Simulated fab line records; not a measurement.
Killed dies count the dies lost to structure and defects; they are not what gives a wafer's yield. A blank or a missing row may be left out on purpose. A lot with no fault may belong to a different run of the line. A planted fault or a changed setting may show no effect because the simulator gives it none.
Chamber matching	flow n5 finfet	N5_BEOL_M7_PECVD_70 on pecvd-02 has 3 sister chambers
The step deposits SiO2 from TEOS/O2, target thk 20 nm, time 22.7 s. 3 wafers are shown with their chamber, then 8 later ones without.

EACH WAFER AND ITS CHAMBER
wafer	chamber	throttle valve pct (%)
L087.1	2	21.0
L087.2	1	24.0
L089.1	0	24.6

WAFERS WITHOUT THEIR CHAMBER
wafer	throttle valve pct (%)
L089.4	23.7
L089.6	24.8
L093.1	23.8
L093.5	20.6
L093.6	24.9
L096.1	24.5
L096.3	20.8
L096.6	24.8

WHICH CHAMBER EACH ONE RAN IN
wafer	from the rows above	in truth
L089.4	1	1
L089.6	0	0
L093.1	1	1
L093.5	2	2
L093.6	0	0
L096.1	can't be placed: 0 or 1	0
L096.3	2	2
L096.6	0	0
Correctly placed: 7 of 8. Can't be placed from these rows: 1 (the true chamber is among the candidates in 1). 0 placed wrongly.
How it was worked out, from the rows above alone: a wafer's distance from a chamber is the root of the sum, over the readings, of the square of ((its reading less the chamber's mean) divided by the reading's scatter). If the next closest chamber is less than 2 further off than the closest, the wafer can't be placed; otherwise it belongs to the closest. For every chamber, the mean is computed from those of its wafers that are shown. The scatter: root of mean squared gap, hidden wafer to nearest shown wafer, with one shown wafer a chamber.
